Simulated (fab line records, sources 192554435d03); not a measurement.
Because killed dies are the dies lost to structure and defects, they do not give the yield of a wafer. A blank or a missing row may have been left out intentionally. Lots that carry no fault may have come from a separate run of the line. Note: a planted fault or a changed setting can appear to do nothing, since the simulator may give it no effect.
fab line records	flow n5Finfet
record lots=10	wafers=29	lastDay=19
route steps=1938 shown BEOL_M4@1111 MIM_TOP@1838 MIM_TOP_LITHO@1848 MIM_TOP_ETCH@1852 MIM_BOT_ETCH@1868 PASSIVATION@1936
lots that met no fault: from a run of the same line without faults
startH: hours from the record's opening day to when the first of the lot's shown wafers began	waitH: hours since the lot's step before	" the same as in the row above	L1.1+2: a row that stands for several wafers	- no value, or no start given	* or withheld: withheld	< > ~ a bound
route shown NAME@n: NAME is a module with steps in the file, n the number in the route of the first one	usual: average and standard deviation across the fault-free wafers	same: alike in all rows	chamber/n: place in a boat	sites: readings site by site	_std_site: the values' standard deviation	_edge_site: outer sites' mean less inner sites'	radiusMm: for every site, how far away it sits from the centre of the wafer	mask NAME#n: copy n	behind: the last tool/chamber to shape the wafer	hold: why the lot was held/for how many hours/how that ended	device: transistor that didn't switch, given as n, p or np	end of line: the tests these same wafers got at the end of their route	a step given without rows: its recipe and nothing more	killed: not the wafer's yield, but the dies lost to structure and defects at the first sort	map: dies across one wafer; x = killed, . = not, _ = none there
set.NAME: the run value of the setting; set.NAME@STEP: its run value at that earlier step	model.NAME: the simulator's own value behind a step, which no gauge read
a sample of lots followed through the steps of the route, with each step as a table and each wafer as a row
services: the hour from which a tool's chamber was out of use, counted from the record's first day as startH (under 0 if before that day), plus the number of hours and why
## steps
# step N5_BEOL_M4_RC_MEAS_101
# usual DIBL_N=36.8/1.9	DIBL_P=36.5/2.1	IOFF_N=0.17/0.038	IOFF_P=0.22/0.039	ION_N=675/12	ION_P=463/7.4	SS_N=71.6/0.71	SS_P=73.4/0.72	VT_N=249/3.3	VT_P=-250/3.3
lot.wafer	tool	chamber	startH	waitH	DIBL_N[mV/V]	DIBL_P[mV/V]	IOFF_N[nA/um]	IOFF_P[nA/um]	ION_N[uA/um]	ION_P[uA/um]	SS_N[mV/dec]	SS_P[mV/dec]	VT_N[mV]	VT_P[mV]
L543.2	prober-01	0	195.36	0.2	34.4	35.3	0.14	0.19	671	453	70.9	73.0	250	-252
L543.3	"	0	"	"	33.6	34.6	0.13	0.18	657	455	71.0	72.9	252	-251
L543.5	"	0	"	"	34.9	35.1	0.15	0.19	670	455	70.8	73.9	253	-251
L544.3	prober-01	0	197.22	0.3	34.9	33.1	0.12	0.15	653	449	71.0	72.1	254	-257
L544.4	"	0	"	"	35.7	34.4	0.13	0.16	665	455	71.1	72.6	255	-255
L544.6	"	0	"	"	32.1	30.7	0.10	0.13	645	447	70.5	72.0	255	-255
L550.4	prober-01	0	242.92	0.6	35.7	34.8	0.14	0.19	659	456	70.9	72.4	254	-251
L550.5	"	0	"	"	35.9	34.8	0.14	0.19	673	462	70.7	73.1	251	-251
L550.6	"	0	"	"	39.1	37.4	0.20	0.22	669	454	72.3	73.4	249	-250
L554.1	prober-01	0	287.35	0.0	39.0	37.3	0.23	0.27	668	461	73.2	73.8	247	-244
L554.3	"	0	"	"	34.7	34.8	0.14	0.23	682	480	70.9	73.4	251	-248
L554.5	"	0	"	"	41.0	40.3	0.31	0.33	682	470	72.9	75.1	242	-243
L555.2	prober-01	0	291.80	0.2	36.7	37.7	0.18	0.24	675	467	72.2	73.5	247	-246
L555.4	"	0	"	"	36.0	37.0	0.17	0.23	665	461	72.5	73.2	248	-248
L555.5	"	0	"	"	33.4	34.2	0.13	0.19	660	458	71.2	72.3	250	-249
L557.2	prober-02	0	292.74	0.2	36.2	35.5	0.13	0.18	676	461	71.8	73.3	253	-256
L557.4	"	0	"	"	38.4	37.3	0.16	0.20	667	454	72.5	73.9	252	-251
L557.5	"	0	"	"	34.2	32.5	0.11	0.14	673	456	71.4	72.3	254	-257
L558.2	prober-01	0	313.69	0.2	37.3	37.8	0.15	0.19	673	458	71.5	74.0	253	-255
L558.3	"	0	"	"	36.6	36.4	0.14	0.17	672	455	71.4	73.0	254	-256
L563.2	prober-01	0	333.07	0.2	36.3	35.6	0.14	0.21	661	463	71.8	72.3	252	-248
L563.4	"	0	"	"	36.0	34.3	0.12	0.19	661	462	70.5	72.2	254	-251
L563.6	"	0	"	"	35.1	33.1	0.12	0.18	654	457	70.5	72.3	254	-250
L559.1	prober-02	0	333.13	0.0	36.7	36.4	0.19	0.22	697	480	71.0	73.7	246	-250
L559.2	"	0	"	"	39.4	38.8	0.23	0.25	711	477	70.9	73.0	242	-249
L559.4	"	0	"	"	39.3	39.0	0.24	0.25	712	474	71.5	74.3	244	-249
L562.2	prober-02	0	337.79	0.2	38.5	38.1	0.20	0.25	698	472	72.2	73.8	244	-247
L562.3	"	0	"	"	41.7	40.6	0.28	0.31	685	470	72.6	74.5	242	-245
L562.5	"	0	"	"	36.9	34.9	0.16	0.20	680	465	71.7	73.5	250	-251
# step N5_MIM_TOP_SPUTTER_03
# recipe material=TiN	targetThkA=350	tempC=200	powerW=3000	chamberPressurePa=0.49996	gas=Ar	reactivePartialPa=0.37997	timeS=89.7
# usual throttleValvePct=29.3/1.1
lot.wafer	tool	chamber	startH	waitH	throttleValvePct
L543.2	pvdSputter-02	-	281.59	0.0	30.5
L543.3	"	-	"	"	28.3
L543.5	"	-	"	"	30.9
L544.3	pvdSputter-02	-	295.10	0.0	30.5
L544.4	"	-	"	"	30.3
L544.6	"	-	"	"	30.4
L550.4	pvdSputter-02	-	339.09	0.0	30.5
L550.5	"	-	"	"	30.4
L550.6	"	-	"	"	28.1
L554.1	pvdSputter-01	-	379.84	0.0	28.8
L554.3	"	-	"	"	30.2
L554.5	"	-	"	"	28.5
L555.2	pvdSputter-01	-	380.54	0.0	28.8
L555.4	"	-	"	"	30.1
L555.5	"	-	"	"	28.4
L557.2	pvdSputter-01	-	380.94	0.0	30.1
L557.4	"	-	"	"	28.3
L557.5	"	-	"	"	30.2
L558.2	pvdSputter-01	-	408.40	0.0	28.5
L558.3	"	-	"	"	30.3
L559.1	pvdSputter-02	-	422.40	0.0	28.7
L559.2	"	-	"	"	30.5
L559.4	"	-	"	"	30.3
L563.2	pvdSputter-02	-	440.40	0.0	28.5
L563.4	"	-	"	"	30.3
L563.6	"	-	"	"	30.2
L562.2	pvdSputter-02	-	440.52	0.0	28.4
L562.3	"	-	"	"	30.3
L562.5	"	-	"	"	28.5
# step N5_MIM_TOP_LITHO_OVL_MEAS_11
# recipe pointsPerWafer=44
# usual MIM_TOP_OVL=3/8.4
# same pointsPerWafer=44
lot.wafer	tool	chamber	startH	waitH	MIM_TOP_OVL[nm]
L543.2	overlay-01	0	282.01	0.0	-1
L543.3	"	0	"	"	16
L543.5	"	0	"	"	14
L544.3	overlay-01	0	295.65	0.0	0
L544.4	"	0	"	"	-14
L544.6	"	0	"	"	-1
L550.4	overlay-01	0	339.63	0.0	17
L550.5	"	0	"	"	10
L550.6	"	0	"	"	16
L554.1	overlay-02	0	380.39	0.0	4
L554.3	"	0	"	"	1
L554.5	"	0	"	"	-2
L555.2	overlay-02	0	380.97	0.0	12
L555.4	"	0	"	"	7
L555.5	"	0	"	"	-3
L557.2	overlay-02	0	381.37	0.0	8
L557.4	"	0	"	"	10
L557.5	"	0	"	"	-4
L558.2	overlay-02	0	408.82	0.0	14
L558.3	"	0	"	"	8
L559.1	overlay-02	0	422.94	0.0	3
L559.2	"	0	"	"	10
L559.4	"	0	"	"	8
L563.2	overlay-01	0	440.82	0.0	10
L563.4	"	0	"	"	8
L563.6	"	0	"	"	1
L562.2	overlay-01	0	440.94	0.0	9
L562.3	"	0	"	"	2
L562.5	"	0	"	"	11
# step N5_MIM_TOP_ETCH_STRIP_01
# recipe chemistry=O2	powerW=600	tempC=60	pressureMtorr=30	rfFrequencyHz=6e+07	biasPowerW=0	overashFraction=0.5	o2FlowSccm=225
# usual drypumpMotorCurrentA=6.1/0.48	oesProductAu=0.78/0.1	rfVppV=3.5/1.2	showerheadPlenumPTorr=2.08/0.071	throttleValvePct=16.71/0.27
lot.wafer	tool	chamber	startH	waitH	drypumpMotorCurrentA	oesProductAu	rfHoursCounterH	rfVppV	showerheadPlenumPTorr	throttleValvePct
L543.2	rieDiel-05	2	282.30	0.1	6.8	0.95	5	4.1	2.07	16.33
L543.3	"	1	"	"	5.7	0.68	235	3.3	1.97	16.95
L543.5	"	2	"	"	6.8	0.98	-	1.4	2.07	16.32
L544.3	rieDiel-02	2	295.97	0.1	5.9	0.69	249	2.2	2.06	16.85
L544.4	"	1	"	"	5.7	0.68	207	4.1	2.17	16.75
L544.6	"	0	"	"	6.6	0.71	-	4.0	2.09	16.99
L550.4	rieDiel-05	2	340.13	0.3	6.7	0.91	22	4.6	2.07	16.34
L550.5	"	1	"	"	5.7	0.68	-	4.1	1.97	16.93
L550.6	"	0	"	"	6.0	0.84	-	3.6	2.13	16.27
L554.1	rieDiel-02	1	380.80	0.2	5.7	0.67	232	3.4	2.16	16.84
L554.3	"	0	"	"	6.5	0.69	209	4.3	2.08	17.05
L554.5	"	2	"	"	5.8	0.92	-	5.6	2.05	16.41
L555.2	rieDiel-02	3	381.41	0.2	6.5	0.72	172	2.2	2.00	16.96
L555.4	"	1	"	"	5.7	0.66	233	4.5	2.16	16.81
L555.5	"	1	"	"	5.7	0.68	-	5.6	2.16	16.83
L557.2	rieDiel-02	2	381.77	0.2	5.8	0.94	17	3.6	2.05	16.49
L557.4	"	1	"	"	5.7	0.67	233	2.0	2.16	16.81
L557.5	"	1	"	"	5.7	0.66	-	3.9	2.16	16.84
L558.2	rieDiel-02	0	409.11	0.1	6.6	0.69	218	2.9	2.07	17.07
L558.3	"	3	"	"	6.5	0.73	179	1.1	2.00	16.99
L559.1	rieDiel-06	2	423.23	0.1	6.7	0.92	22	3.6	2.24	16.64
L559.2	"	0	"	"	6.5	0.82	102	4.7	2.12	16.52
L559.4	"	1	"	"	5.7	0.71	211	3.1	2.00	16.56
L563.2	rieDiel-02	2	441.29	0.3	5.8	0.92	34	2.1	2.04	16.49
L563.4	"	3	"	"	6.5	0.71	188	4.5	2.00	16.99
L563.6	"	3	"	"	6.5	0.72	-	4.3	2.00	16.96
L562.2	rieDiel-02	1	441.33	0.2	5.7	0.67	251	3.9	2.15	16.85
L562.3	"	3	"	"	6.6	0.72	189	2.0	2.00	17.05
L562.5	"	0	"	"	6.5	0.70	-	3.4	2.07	17.10
# step N5_MIM_BOT_ETCH_ETCH_00
# recipe chemistry=Cl2/BCl3	target=TiN	targetDepthA=455	ionEnergyEv=150	pressureMtorr=10	icpW=1000	biasW=126	Cl2_flow_sccm=53.25	bcl3FlowSccm=21.75	Ar_flow_sccm=25
# usual bcl3FlowSccm=21.75/0.065	biasW=126.0/0.42	drypumpMotorCurrentA=5.8/0.59	oesProductAu=0.82/0.092	throttleValvePct=22.0/0.38
lot.wafer	tool	chamber	startH	waitH	bcl3FlowSccm	biasW	drypumpMotorCurrentA	oesProductAu	rfHoursCounterH	throttleValvePct
L543.2	rieMetal-02	0	283.05	0.1	21.81	126.3	5.3	0.90	14	21.6
L543.3	"	1	"	"	21.75	126.4	6.7	0.68	-	22.3
L543.5	"	0	"	"	21.79	126.3	5.3	0.89	-	21.6
L544.3	rieMetal-01	1	296.77	0.1	21.73	125.7	5.4	0.83	-	22.1
L544.4	"	0	"	"	21.72	125.9	5.8	0.66	-	22.6
L544.6	"	1	"	"	21.67	125.9	5.4	0.83	-	22.1
L550.4	rieMetal-02	1	341.27	0.1	21.66	125.0	6.7	0.67	-	22.3
L550.5	"	0	"	"	21.83	125.7	5.3	0.86	-	21.6
L550.6	"	1	"	"	21.69	125.1	6.7	0.67	-	22.3
L554.1	rieMetal-02	0	382.00	0.1	21.72	125.6	5.3	0.85	24	21.6
L554.3	"	0	"	"	21.79	125.5	5.3	0.85	-	21.6
L554.5	"	0	"	"	21.80	125.2	5.3	0.85	-	21.6
L555.2	rieMetal-01	1	382.17	0.1	-	-	-	-	-	-
L555.4	"	0	"	"	-	-	-	-	-	-
L555.5	"	1	"	"	-	-	-	-	-	-
L557.2	rieMetal-03	1	382.55	0.1	-	-	-	-	-	-
L557.4	"	1	"	"	-	-	-	-	-	-
L557.5	"	1	"	"	-	-	-	-	-	-
L558.2	rieMetal-02	0	410.01	0.1	-	-	-	-	-	-
L558.3	"	1	"	"	-	-	-	-	-	-
L559.1	rieMetal-02	0	424.11	0.1	21.83	125.8	5.3	0.84	27	21.6
L559.2	"	1	"	"	21.74	125.6	6.7	0.93	3	22.0
L559.4	"	1	"	"	21.75	126.1	6.7	0.95	-	22.0
L563.2	rieMetal-01	1	442.04	0.1	21.77	125.8	5.4	0.78	39	22.1
L563.4	"	1	"	"	21.76	126.1	5.4	0.78	-	22.1
L563.6	"	0	"	"	21.81	125.9	5.8	0.92	-	22.2
L562.2	rieMetal-01	0	442.25	0.1	21.82	126.5	5.8	0.92	4	22.2
L562.3	"	0	"	"	21.59	126.0	5.9	0.93	-	22.2
L562.5	"	1	"	"	21.78	125.5	5.4	0.78	-	22.1
# step N5_PASSIVATION_PROBE_49
# usual defectLimitedYield=91.3/1.4	killed_at_M0_to_M3=33/11	killed_at_M4_up=15/6.2	killedAtContacts=13/6.5	killedAtFrontEnd=38/11	killedAtOther=3.4/2.6	killedDies=102/17	killedOnRim=13/4.1	killedOpen=67/12	killedShort=34/7.9	sort_bin_4_leakage=0.00/0.022	sort_bin_5_function=5.1/0.88	sort_bin_6_memory=3.3/0.65	sortNPass=1078/17	sortYieldPct=91.3/1.4
# same grossDies=1180	killedAtBackSide=0	sort_bin_8_speed[%]=0
lot.wafer	tool	chamber	startH	waitH	defectLimitedYield[%]	killed_at_M0_to_M3	killed_at_M4_up	killedAtContacts	killedAtFrontEnd	killedAtOther	killedDies	killedOnRim	killedOpen	killedShort	sort_bin_4_leakage[%]	sort_bin_5_function[%]	sort_bin_6_memory[%]	sortNPass	sortYieldPct[%]
L543.2	prober-02	-	295.00	0.1	88.9	49	14	20	45	3	131	16	90	41	0	7.1	3.5	1049	88.9
L543.3	prober-02	-	295.05	0.1	89.1	43	23	15	43	5	129	14	85	43	0	6.4	4.2	1051	89.1
L543.5	prober-02	-	295.15	0.2	90.2	44	21	20	29	2	116	11	75	39	0	5.4	4.2	1064	90.2
L550.4	prober-02	-	351.51	0.2	93.1	33	10	3	34	1	81	10	48	32	0	3.8	2.7	1099	93.1
L550.5	prober-02	-	351.56	0.2	92.9	29	18	3	32	2	84	10	56	28	0	4.1	3.0	1096	92.9
L550.6	prober-02	-	351.61	0.3	91.0	37	16	8	41	4	106	12	62	43	0	5.3	3.4	1074	91.0
L557.2	prober-02	-	392.57	0.1	0	27	21	9	42	1081	1180	152	73	26	0	96.0	3.6	0	0
L557.4	prober-02	-	392.67	0.2	0	20	26	14	55	1065	1180	152	73	47	0	95.3	4.0	0	0
L557.5	prober-02	-	392.72	0.2	0	23	21	23	41	1072	1180	152	81	27	0	96.0	3.8	0	0
L555.2	prober-01	-	394.05	0.1	0	20	28	20	45	1067	1180	152	86	30	0	96.1	3.6	0	0
L555.4	prober-01	-	394.15	0.2	0	29	9	18	34	1090	1180	152	54	40	0	96.8	2.7	0	0
L555.5	prober-01	-	394.20	0.2	0	20	11	20	48	1081	1180	152	67	33	0	96.5	3.5	0	0
L558.2	prober-02	-	420.18	0.1	0	34	20	9	46	1071	1180	152	66	46	0	96.4	3.1	0	0
L558.3	prober-02	-	420.23	0.1	0	38	27	14	29	1072	1180	152	68	37	0	96.3	3.4	0	0
# killed by level:class
L543.2 MOL_CONTACT_COAG:geometricParticle:open=14 STI_FIN_REVEAL:geometricParticle:open=13 BEOL_M0_SAQP:geometricParticle:open=11 BEOL_M0_SAQP:geometricParticle:short=11 BEOL_M1:geometricParticle:open=9 BEOL_M2:geometricParticle:open=9 BEOL_M0:geometricParticle:open=6 BEOL_M4:geometricParticle:open=6
L543.3 FIN_SAQP:geometricParticle:short=11 MOL_CONTACT_COAG:geometricParticle:open=11 FIN_SAQP:geometricParticle:open=10 BEOL_M0_SAQP:geometricParticle:open=10 BEOL_M4:geometricParticle:open=9 BEOL_M0_SAQP:geometricParticle:short=9 BEOL_M1:geometricParticle:open=8 STI_FIN_REVEAL:geometricParticle:open=6
L543.5 MOL_CONTACT_COAG:geometricParticle:open=15 BEOL_M0_SAQP:geometricParticle:open=15 BEOL_M0_SAQP:geometricParticle:short=14 BEOL_M4:geometricParticle:open=8 FIN_SAQP:geometricParticle:short=7 BEOL_M3:geometricParticle:open=6 MOL_CONTACT_COAG:geometricParticle:short=5 DUMMY_GATE:geometricParticle:open=4
L550.4 BEOL_M0_SAQP:geometricParticle:open=11 BEOL_M0_SAQP:geometricParticle:short=9 DUMMY_GATE:geometricParticle:open=6 GATE_CUT:geometricParticle:short=5 BEOL_M4:geometricParticle:open=5 FIN_SAQP:geometricParticle:open=4 BEOL_M3:geometricParticle:open=4 FIN_SAQP:geometricParticle:short=3
L550.5 BEOL_M0_SAQP:geometricParticle:open=14 FIN_SAQP:geometricParticle:open=11 FIN_SAQP:geometricParticle:short=8 BEOL_M4:geometricParticle:open=7 BEOL_M0_SAQP:geometricParticle:short=6 BEOL_M5:geometricParticle:open=6 BEOL_M1:geometricParticle:open=3 BEOL_M4:geometricParticle:short=3
L550.6 BEOL_M0_SAQP:geometricParticle:short=11 ILD0:geometricParticle:short=10 BEOL_M4:geometricParticle:open=10 BEOL_M0_SAQP:geometricParticle:open=9 FIN_SAQP:geometricParticle:open=7 MOL_CONTACT_COAG:geometricParticle:open=7 ILD0:geometricParticle:open=4 GATE_CUT:geometricParticle:short=4
L557.2 MIM_BOT_ETCH:areaEtch=1077 BEOL_M2:geometricParticle:open=11 BEOL_M4:geometricParticle:open=11 STI_FIN_REVEAL:geometricParticle:open=8 BEOL_M0_SAQP:geometricParticle:open=7 GATE_CUT:geometricParticle:short=7 FIN_SAQP:geometricParticle:open=6 MOL_CONTACT_COAG:geometricParticle:open=6
L557.4 MIM_BOT_ETCH:areaEtch=1058 BEOL_M4:geometricParticle:open=16 FIN_SAQP:geometricParticle:short=12 MOL_CONTACT_COAG:geometricParticle:open=11 GATE_CUT:geometricParticle:short=10 FIN_SAQP:geometricParticle:open=8 STI_FIN_REVEAL:geometricParticle:open=7 BEOL_M0_SAQP:geometricParticle:short=5
L557.5 MIM_BOT_ETCH:areaEtch=1072 MOL_CONTACT_COAG:geometricParticle:open=19 BEOL_M4:geometricParticle:open=16 FIN_SAQP:geometricParticle:open=11 GATE_CUT:geometricParticle:short=9 BEOL_M2:geometricParticle:open=9 STI_FIN_REVEAL:geometricParticle:open=7 STARTING-WAFER:geometricParticle:open=6
L555.2 MIM_BOT_ETCH:areaEtch=1063 MOL_CONTACT_COAG:geometricParticle:open=20 STI_FIN_REVEAL:geometricParticle:open=18 FIN_SAQP:geometricParticle:short=13 BEOL_M2:geometricParticle:open=11 BEOL_M5:geometricParticle:open=7 BEOL_M4:geometricParticle:open=6 BEOL_M5:geometricParticle:short=5
L555.4 MIM_BOT_ETCH:areaEtch=1085 MOL_CONTACT_COAG:geometricParticle:open=13 BEOL_M0_SAQP:geometricParticle:short=8 FIN_SAQP:geometricParticle:short=7 FIN_SAQP:geometricParticle:open=6 DUMMY_GATE:geometricParticle:open=5 DUMMY_GATE:geometricParticle:short=5 MOL_CONTACT_COAG:geometricParticle:short=5
L555.5 MIM_BOT_ETCH:areaEtch=1079 FIN_SAQP:geometricParticle:short=12 MOL_CONTACT_COAG:geometricParticle:open=11 STI_FIN_REVEAL:geometricParticle:open=10 FIN_SAQP:geometricParticle:open=9 MOL_CONTACT_COAG:geometricParticle:short=9 DUMMY_GATE:geometricParticle:open=7 BEOL_M2:geometricParticle:open=6
L558.2 MIM_BOT_ETCH:areaEtch=1067 FIN_SAQP:geometricParticle:short=17 BEOL_M4:geometricParticle:open=11 BEOL_M3:geometricParticle:open=8 FIN_SAQP:geometricParticle:open=7 BEOL_M0_SAQP:geometricParticle:short=7 MOL_CONTACT_COAG:geometricParticle:open=7 GATE_CUT:geometricParticle:short=6
L558.3 MIM_BOT_ETCH:areaEtch=1072 MOL_CONTACT_COAG:geometricParticle:open=12 BEOL_M0_SAQP:geometricParticle:short=11 BEOL_M2:geometricParticle:open=9 BEOL_M0_SAQP:geometricParticle:open=6 FIN_SAQP:geometricParticle:open=5 FIN_SAQP:geometricParticle:short=5 DUMMY_GATE:geometricParticle:open=5
## services
tool	chamber	startH	hours	kind
rieMetal-03	-	282.04	1.4	pm
rieMetal-02	-	297.88	2.8	pm
rieDiel-02	2	299.96	-	clean
rieDiel-02	2	299.96	-	consumableReplace:focusRing
rieDiel-02	2	299.96	22.6	scheduledDown
rieDiel-02	2	299.96	22.6	ventCycle
rieMetal-01	-	305.91	15.6	pm
rieDiel-06	1	319.92	6.7	repair
rieMetal-01	-	340.07	2.8	pm
rieMetal-02	1	356.42	-	clean
rieMetal-02	1	356.42	27.2	scheduledDown
rieMetal-02	1	356.42	27.2	ventCycle
rieDiel-06	3	357.07	4.4	repair
rieDiel-05	3	357.31	-	clean
rieDiel-05	3	357.31	-	consumableReplace:focusRing
rieDiel-05	3	357.31	14.6	scheduledDown
rieDiel-05	3	357.31	14.6	ventCycle
rieDiel-05	2	361.93	29.1	repair
pvdSputter-01	-	370.77	4.7	repair
rieMetal-01	0	383.18	-	clean
rieMetal-01	0	383.18	12.4	scheduledDown
rieMetal-01	0	383.18	12.4	ventCycle
rieMetal-01	0	397.93	7.1	repair
pvdSputter-01	-	435.16	11.8	repair
## key
firstSign step=N5_MIM_BOT_ETCH_ETCH_00	reading=toolRecord	direction=missing
effect step=N5_PASSIVATION_PROBE_49	reading=killedAtOther	direction=up	sigmas=99+	usual=3.4	struck=1074.9
moreKillsBornAt N5_MIM_BOT_ETCH_ETCH_00@rieMetal-01=3227	N5_MIM_BOT_ETCH_ETCH_00@rieMetal-03=3207	N5_MIM_BOT_ETCH_ETCH_00@rieMetal-02=2139
metAt N5_MIM_BOT_ETCH_ETCH_00
struckLots L555,L557,L558
laterRowsLeftOut L555.2,L555.4,L555.5,L557.2,L557.4,L557.5,L558.2,L558.3
notActingAt N5_MIM_TOP_SPUTTER_03,N5_MIM_TOP_LITHO_OVL_MEAS_11,N5_MIM_TOP_ETCH_STRIP_01
onsetBetween 382.00 382.17
fault kind=skippedStepWhole	tool=rieMetal-01,rieMetal-02,rieMetal-03	chamber=-	onsetH=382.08	steps=N5_MIM_BOT_ETCH_ETCH_00	scope=struckLotsOnly
# laterRowsLeftOut: the simulator's readings of these wafers behind a module that went badly wrong aren't trusted and aren't shown, but for the sort
